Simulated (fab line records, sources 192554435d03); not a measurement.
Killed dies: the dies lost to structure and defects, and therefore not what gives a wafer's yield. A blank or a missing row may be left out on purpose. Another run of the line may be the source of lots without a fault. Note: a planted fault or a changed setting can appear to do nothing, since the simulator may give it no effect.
fab line records | flow n5_finfet
record: lots: 7 | wafers: 21 | last_day: 17
route steps=1938 shown BEOL_M5@1133
lots untouched by any fault: they come from a run of this same line in which no faults occurred
start_h: start of the lot's first displayed wafer, in hours after the record's first day | wait_h: hours from the lot's prior step to this one | " repeats the value in the row above | L1.1+2: a single row standing in for several wafers | - no value, or no start given | * or withheld: withheld | < > ~ a bound
route shown NAME@n: a module of which the file shows steps, and the number in the route of the first | usual: mean and standard deviation over wafers with no fault | same: alike in all rows | chamber/n: place in a boat | sites: readings site by site | _std_site: the standard deviation of these | _edge_site: the outer-site mean with the inner-site mean subtracted | radius_mm: for every site, how far away it sits from the centre of the wafer | mask NAME#n: copy n | behind: tool/chamber where the wafer was last shaped | hold: reason for holding the lot/hours on hold/outcome of the hold | device: the n, p or np transistor that did not switch | end of line: the same wafers' tests at the end of the route | for a step that has no rows: nothing shown but its recipe | killed: count of dies lost to structure and defects at first sort (not the wafer's yield) | map: a wafer's dies, x killed, . not, _ none there
set.NAME: the setting the step ran with; set.NAME@STEP: the setting that earlier step ran with | model.NAME: the simulator's own value behind a step, which no gauge read
lots at selected steps of the route; one table per step, one row per wafer
services: when a tool's chamber went out of use (start_h, in hours from the record's first day, below 0 if earlier), for how many hours, and the reason
== steps ==
step: N5_BEOL_M5_STRIP_63
recipe: chemistry: N2/H2 | temp_c: 40 | n2_flow_sccm: 200 | h2_flow_sccm: 200 | rf_frequency_hz: 6e+07
step: N5_BEOL_M5_STRIP_73
recipe: chemistry: N2/H2 | temp_c: 40 | n2_flow_sccm: 200 | h2_flow_sccm: 200 | rf_frequency_hz: 6e+07
step: N5_BEOL_M5_STRIP_64
recipe: chemistry: CF4 | resist: SiARC | power_w: 300 | bias_power_w: 75 | pressure_mtorr: 50 | cf4_flow_sccm: 150 | rf_frequency_hz: 6e+07
usual: drypump_motor_current_A: 5.7/0.44 | oes_product_au: 0.77/0.095 | rf_vpp_V: 271.0/1.7 | showerhead_plenum_p_Torr: 1.79/0.056 | throttle_valve_pct: 13.62/0.28
lot.wafer | tool        | chamber | start_h | wait_h | drypump_motor_current_A | oes_product_au | rf_hours_counter_h | rf_vpp_V | showerhead_plenum_p_Torr | throttle_valve_pct
L275.2    | rie_diel-01 | 1       | 205.28  | 0.0    | 6.6                     | 0.68           | 232                | 268.7    | 1.72                     | 13.54
L275.4    | "           | 0       | "       | "      | 5.5                     | 0.87           | 34                 | 272.6    | 1.82                     | 13.30
L275.5    | "           | 3       | "       | "      | 6.6                     | 0.71           | -                  | 272.4    | 1.84                     | 13.80
L280.3    | rie_diel-02 | 1       | 244.98  | 0.0    | 6.2                     | 0.72           | 208                | 271.7    | 1.76                     | 13.53
L280.4    | "           | 0       | "       | "      | 5.2                     | 0.83           | 51                 | 271.5    | 1.77                     | 13.48
L280.6    | "           | 3       | "       | "      | 5.5                     | 0.85           | -                  | 273.6    | 1.86                     | 13.19
L283.1    | rie_diel-02 | 0       | 245.94  | 0.0    | 5.3                     | 0.82           | 52                 | 268.5    | 1.77                     | 13.50
L283.3    | "           | 1       | "       | "      | 6.2                     | 0.71           | 209                | 270.8    | 1.76                     | 13.55
L283.6    | "           | 1       | "       | "      | 6.2                     | 0.71           | -                  | 271.3    | 1.76                     | 13.56
L284.2    | rie_diel-03 | 1       | 271.42  | 0.0    | 5.7                     | 0.72           | 213                | 267.3    | 1.70                     | 13.85
L284.3    | "           | 2       | "       | "      | 5.3                     | 0.99           | 3                  | 270.8    | 1.83                     | 13.31
L284.4    | "           | 2       | "       | "      | 5.3                     | 0.99           | -                  | 272.3    | 1.83                     | 13.31
L286.2    | rie_diel-02 | 2       | 281.63  | 0.0    | 5.5                     | 0.69           | 245                | 269.1    | 1.71                     | 13.78
L286.3    | "           | 3       | "       | "      | 5.5                     | 0.84           | 73                 | 273.2    | 1.85                     | 13.22
L286.4    | "           | 0       | "       | "      | 5.2                     | 0.81           | 62                 | 270.2    | 1.77                     | 13.51
L289.1    | rie_diel-01 | 1       | 299.66  | 0.0    | 6.6                     | 0.97           | 2                  | 274.2    | 1.93                     | 13.02
L289.3    | "           | 3       | "       | "      | 6.6                     | 0.69           | 209                | 271.8    | 1.83                     | 13.85
L289.6    | "           | 3       | "       | "      | 6.6                     | 0.68           | -                  | 271.5    | 1.83                     | 13.85
L290.1    | rie_diel-03 | 2       | 309.85  | 0.0    | 5.3                     | 0.94           | 13                 | 271.4    | 1.83                     | 13.32
L290.2    | "           | 0       | "       | "      | 5.6                     | 0.96           | 7                  | 273.0    | 1.81                     | 13.43
L290.4    | "           | 3       | "       | "      | 5.0                     | 0.69           | 240                | 269.2    | 1.77                     | 13.95
step: N5_BEOL_M5_HM_OPEN_17
recipe: chemistry: Cl2/BCl3 | target_depth_a: 200 | overetch_a: 60 | target: TiN | mask_material: SOC | ion_energy_ev: 150 | pressure_mtorr: 10 | icp_w: 1000 | bias_w: 126 | Cl2_flow_sccm: 53.25 | bcl3_flow_sccm: 21.75 | Ar_flow_sccm: 25
usual: bcl3_flow_sccm: 21.75/0.075 | bias_w: 126.0/0.38 | drypump_motor_current_A: 5.51/0.2 | oes_product_au: 0.64/0.083 | throttle_valve_pct: 22.21/0.2
lot.wafer | tool         | chamber | start_h | wait_h | bcl3_flow_sccm | bias_w | drypump_motor_current_A | oes_product_au | rf_hours_counter_h | throttle_valve_pct
L275.2    | rie_metal-03 | 1       | 205.33  | 0.0    | 21.84          | 126.4  | 5.49                    | 0.57           | 105                | 22.46
L275.4    | "            | 1       | "       | "      | 21.70          | 126.2  | 5.50                    | 0.57           | -                  | 22.45
L275.5    | "            | 0       | "       | "      | 21.89          | 125.4  | 5.22                    | 0.68           | -                  | 22.08
L280.3    | rie_metal-01 | 0       | 245.05  | 0.1    | 21.82          | 126.5  | 5.87                    | 0.65           | -                  | 22.07
L280.4    | "            | 1       | "       | "      | 21.77          | 125.8  | 5.56                    | 0.74           | -                  | 21.92
L280.6    | "            | 1       | "       | "      | 21.74          | 126.4  | 5.61                    | 0.74           | -                  | 21.91
L283.1    | rie_metal-03 | 1       | 245.98  | 0.0    | 21.64          | 125.9  | 5.48                    | 0.55           | 110                | 22.50
L283.3    | "            | 1       | "       | "      | 21.71          | 126.6  | 5.49                    | 0.55           | -                  | 22.48
L283.6    | "            | 1       | "       | "      | 21.69          | 126.2  | 5.49                    | 0.55           | -                  | 22.50
L284.2    | rie_metal-01 | 0       | 271.46  | 0.0    | 21.75          | 126.5  | 5.84                    | 0.62           | 51                 | 22.07
L284.3    | "            | 0       | "       | "      | 21.77          | 124.9  | 5.87                    | 0.63           | -                  | 22.06
L284.4    | "            | 1       | "       | "      | 21.76          | 125.6  | 5.56                    | 0.74           | -                  | 21.90
L286.2    | rie_metal-01 | 0       | 281.67  | 0.0    | 21.78          | 125.7  | 5.86                    | 0.63           | 52                 | 22.07
L286.3    | "            | 0       | "       | "      | 21.72          | 125.7  | 5.83                    | 0.63           | -                  | 22.07
L286.4    | "            | 1       | "       | "      | 21.89          | 125.5  | 5.59                    | 0.74           | -                  | 21.92
L289.1    | rie_metal-01 | 1       | 299.70  | 0.0    | 21.76          | 126.0  | 5.60                    | 0.74           | 23                 | 21.90
L289.3    | "            | 1       | "       | "      | 21.73          | 126.3  | 5.57                    | 0.72           | -                  | 21.92
L289.6    | "            | 1       | "       | "      | 21.81          | 125.5  | 5.61                    | 0.72           | -                  | 21.90
L290.1    | rie_metal-01 | 1       | 309.89  | 0.0    | 21.71          | 126.2  | 5.57                    | 0.72           | 24                 | 21.92
L290.2    | "            | 0       | "       | "      | 21.65          | 126.0  | 5.86                    | 0.63           | 55                 | 22.08
L290.4    | "            | 1       | "       | "      | 21.72          | 126.0  | 5.58                    | 0.73           | -                  | 21.92
step: N5_BEOL_M5_STRIP_19
recipe: chemistry: O2 | power_w: 400 | temp_c: 40 | pressure_mtorr: 30 | rf_frequency_hz: 6e+07 | bias_power_w: 0 | overash_fraction: 0.2 | o2_flow_sccm: 225
usual: drypump_motor_current_A: 5.8/0.49 | oes_product_au: 0.78/0.09 | rf_vpp_V: 3.7/0.51 | showerhead_plenum_p_Torr: 2.09/0.08 | throttle_valve_pct: 16.69/0.28
lot.wafer | tool        | chamber | start_h | wait_h | drypump_motor_current_A | oes_product_au | rf_hours_counter_h | rf_vpp_V | showerhead_plenum_p_Torr | throttle_valve_pct
L275.2    | rie_diel-01 | 1       | 205.66  | 0.3    | 6.6                     | 0.68           | 232                | 5.1      | 1.98                     | 16.41
L275.4    | "           | 2       | "       | "      | 5.7                     | 0.70           | 243                | 3.4      | 2.09                     | 17.27
L275.5    | "           | 3       | "       | "      | 6.6                     | 0.74           | -                  | 3.8      | 2.19                     | 16.96
L280.3    | rie_diel-02 | 3       | 245.16  | 0.1    | 5.5                     | 0.85           | 63                 | 3.6      | 2.25                     | 16.60
L280.4    | "           | 0       | "       | "      | 5.3                     | 0.83           | 51                 | 3.3      | 2.07                     | 16.70
L280.6    | "           | 0       | "       | "      | 5.3                     | 0.83           | -                  | 3.1      | 2.07                     | 16.71
L283.1    | rie_diel-01 | 0       | 246.18  | 0.2    | 5.6                     | 0.86           | 52                 | 3.1      | 2.11                     | 16.33
L283.3    | "           | 1       | "       | "      | 6.6                     | 0.67           | 250                | 3.7      | 1.97                     | 16.45
L283.6    | "           | 0       | "       | "      | 5.5                     | 0.86           | -                  | 4.5      | 2.11                     | 16.36
L284.2    | rie_diel-03 | 3       | 271.58  | 0.1    | 5.1                     | 0.71           | 229                | 3.8      | 2.07                     | 16.93
L284.3    | "           | 1       | "       | "      | 5.7                     | 0.74           | 213                | 4.1      | 2.01                     | 17.08
L284.4    | "           | 1       | "       | "      | 5.7                     | 0.74           | -                  | 4.6      | 2.01                     | 17.08
L286.2    | rie_diel-01 | 3       | 281.85  | 0.2    | 6.6                     | 0.71           | 203                | 4.8      | 2.18                     | 17.03
L286.3    | "           | 0       | "       | "      | 5.6                     | 0.83           | 64                 | 3.4      | 2.11                     | 16.36
L286.4    | "           | 3       | "       | "      | 6.6                     | 0.71           | -                  | 3.8      | 2.18                     | 17.03
L289.1    | rie_diel-03 | 3       | 299.84  | 0.1    | 5.1                     | 0.71           | 237                | 5.1      | 2.07                     | 16.96
L289.3    | "           | 0       | "       | "      | 5.7                     | 1.00           | 5                  | 3.7      | 2.14                     | 16.62
L289.6    | "           | 3       | "       | "      | 5.1                     | 0.71           | -                  | 3.1      | 2.07                     | 16.96
L290.1    | rie_diel-02 | 1       | 310.02  | 0.1    | 6.2                     | 0.70           | 228                | 3.5      | 2.05                     | 16.62
L290.2    | "           | 3       | "       | "      | 5.5                     | 0.82           | 84                 | 3.7      | 2.24                     | 16.64
L290.4    | "           | 0       | "       | "      | 5.2                     | 0.81           | -                  | 3.6      | 2.06                     | 16.74
step: N5_BEOL_M5_CD_MEAS_18
recipe: pitch_nm: 56 | target_cd_nm: 28
usual: cd_nm: 28.1/0.43
lot.wafer | tool      | chamber | start_h | wait_h | cd_nm
L275.2    | cd_sem-01 | -       | 205.74  | 0.1    | 27.7
L275.4    | "         | -       | "       | "      | 28.5
L275.5    | "         | -       | "       | "      | 27.9
L280.3    | cd_sem-02 | -       | 245.23  | 0.1    | 27.1
L280.4    | "         | -       | "       | "      | 27.7
L280.6    | "         | -       | "       | "      | 27.7
L283.1    | cd_sem-02 | -       | 246.25  | 0.0    | 27.8
L283.3    | "         | -       | "       | "      | 28.0
L283.6    | "         | -       | "       | "      | 28.1
L284.2    | cd_sem-01 | -       | 271.65  | 0.1    | 27.4
L284.3    | "         | -       | "       | "      | 28.0
L284.4    | "         | -       | "       | "      | 27.9
L286.2    | cd_sem-02 | -       | 281.93  | 0.1    | 28.2
L286.3    | "         | -       | "       | "      | 28.2
L286.4    | "         | -       | "       | "      | 28.3
L289.1    | cd_sem-03 | -       | 299.92  | 0.1    | 28.0
L289.3    | "         | -       | "       | "      | 28.2
L289.6    | "         | -       | "       | "      | 27.7
L290.1    | cd_sem-02 | -       | 310.09  | 0.0    | 28.3
L290.2    | "         | -       | "       | "      | 28.6
L290.4    | "         | -       | "       | "      | 27.8
step: N5_BEOL_M5_COAT_65
recipe: resist: SOC | temp_c: 250 | time_s: 60 | spin_rpm: 1500 | resist_thk_nm: 60
step: N5_BEOL_M5_COAT_66
recipe: resist: SiARC | temp_c: 220 | time_s: 60 | spin_rpm: 1500 | resist_thk_nm: 12
step: N5_BEOL_M5_COAT_74
recipe: resist: underlayer | temp_c: 205 | time_s: 60 | spin_rpm: 1500 | resist_thk_nm: 5
step: N5_BEOL_M5_COAT_22
recipe: resist: CAR-EUV | spin_rpm: 1500 | resist_thk_nm: 30
step: N5_BEOL_M5_EBR_24
recipe: solvent: PGMEA | ebr_width_mm: 1.5
step: N5_BEOL_M5_SOFTBAKE_23
recipe: temp_c: 110 | time_s: 60 | resist: CAR-EUV
step: N5_BEOL_M5_EXPOSE_25
recipe: mask_id: V4 | na: 0.33 | source_shape: quasar | sigma_inner: 0.2 | sigma_outer: 0.6 | polarization: unpolarized | defocus_nm: 10 | dose_mj: 52.75
usual: dipole_opening_deg: 60/0 | exposure_dose_mJ_cm2: 53.7/0.86 | reticle_temp_C: 22.99/0.1
lot.wafer | tool           | chamber | start_h | wait_h | mask | dipole_opening_deg | exposure_dose_mJ_cm2 | reticle_temp_C
L275.2    | euv_scanner-01 | 0       | 205.93  | -      | V4#0 | 60                 | 54.4                 | 22.93
L275.4    | "              | 0       | "       | "      | V4#0 | 60                 | 54.4                 | 22.89
L275.5    | "              | 0       | "       | "      | V4#0 | 60                 | 54.5                 | 23.00
L280.3    | euv_scanner-01 | -       | 245.42  | -      | V4#0 | -                  | -                    | -
L280.4    | "              | -       | "       | "      | V4#0 | -                  | -                    | -
L280.6    | "              | -       | "       | "      | V4#0 | -                  | -                    | -
L283.1    | euv_scanner-02 | -       | 246.74  | -      | V4#0 | -                  | -                    | -
L283.3    | "              | -       | "       | "      | V4#0 | -                  | -                    | -
L283.6    | "              | -       | "       | "      | V4#0 | -                  | -                    | -
L284.2    | euv_scanner-02 | -       | 277.33  | -      | V4#0 | -                  | -                    | -
L284.3    | "              | -       | "       | "      | V4#0 | -                  | -                    | -
L284.4    | "              | -       | "       | "      | V4#0 | -                  | -                    | -
L286.2    | euv_scanner-02 | 0       | 282.62  | -      | V4#0 | 60                 | 52.6                 | 23.05
L286.3    | "              | 0       | "       | "      | V4#0 | 60                 | 52.7                 | 23.03
L286.4    | "              | 0       | "       | "      | V4#0 | 60                 | 52.6                 | 23.12
L289.1    | euv_scanner-01 | 0       | 301.43  | -      | V4#0 | 60                 | 54.4                 | 23.08
L289.3    | "              | 0       | "       | "      | V4#0 | 60                 | 54.4                 | 23.10
L289.6    | "              | 0       | "       | "      | V4#0 | 60                 | 54.4                 | 22.98
L290.1    | euv_scanner-01 | 0       | 311.16  | -      | V4#0 | 60                 | 54.3                 | 23.21
L290.2    | "              | 0       | "       | "      | V4#0 | 60                 | 54.3                 | 23.03
L290.4    | "              | 0       | "       | "      | V4#0 | 60                 | 54.3                 | 23.23
step: N5_BEOL_M5_PEB_26
recipe: peb_temp_c: 100 | peb_time_s: 60 | resist: CAR-EUV
== services ==
tool           | chamber | start_h | hours | kind
euv_scanner-02 | -       | 183.49  | 1.0   | pm
euv_scanner-02 | -       | 193.67  | 0.5   | repair
euv_scanner-02 | -       | 204.32  | 4.6   | pm
rie_diel-02    | -       | 204.96  | 14.6  | pm
euv_scanner-01 | -       | 208.91  | 1.0   | pm
rie_diel-01    | 3       | 218.89  | 5.0   | repair
rie_diel-02    | 0       | 225.17  | 5.2   | repair
euv_scanner-01 | -       | 236.38  | 5.8   | pm
rie_diel-01    | 2       | 237.75  | 12.4  | repair
rie_metal-03   | 0       | 240.05  | 54.4  | repair
euv_scanner-02 | -       | 242.16  | 1.0   | pm
rie_diel-01    | 2       | 250.55  | -     | clean
rie_diel-01    | 2       | 250.55  | -     | consumable_replace:focus_ring
rie_diel-01    | 2       | 250.55  | 18.5  | scheduled_down
rie_diel-01    | 2       | 250.55  | 18.5  | vent_cycle
euv_scanner-02 | -       | 251.95  | 6.2   | pm
euv_scanner-01 | -       | 258.46  | 1.8   | repair
euv_scanner-01 | -       | 262.94  | 1.0   | pm
rie_diel-01    | 1       | 269.04  | -     | clean
rie_diel-01    | 1       | 269.04  | -     | consumable_replace:focus_ring
rie_diel-01    | 1       | 269.04  | -     | consumable_replace:showerhead
rie_diel-01    | 1       | 269.04  | 21.5  | scheduled_down
euv_scanner-02 | -       | 295.79  | 1.0   | pm
rie_diel-02    | 2       | 301.04  | 12.7  | repair
== key ==
first_sign: step: N5_BEOL_M5_EXPOSE_25 | reading: tool_record | direction: missing
effect none on later readings
met_at N5_BEOL_M5_EXPOSE_25
struck_wafers L280.3,L280.4,L280.6,L283.1,L283.3,L283.6,L284.2,L284.3,L284.4
later_rows_left_out L280.3,L280.4,L280.6,L283.1,L283.3,L283.6,L284.2,L284.3,L284.4
sort_left_out L280.3,L280.4,L280.6,L283.1,L283.3,L283.6,L284.2,L284.3,L284.4
onset_between 205.93 245.42
fault: kind: skipped_step_whole | tool: euv_scanner-01,euv_scanner-02 | chamber: - | onset_h: 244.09 | steps: N5_BEOL_M5_EXPOSE_25 | scope: struck_lots_only
sort_left_out: the simulated sort isn't trusted on such a fault, so these wafers' sort isn't shown, and their yield isn't known
later_rows_left_out: the simulator's readings of these wafers behind a module that went badly wrong aren't trusted and aren't shown, but for the sort
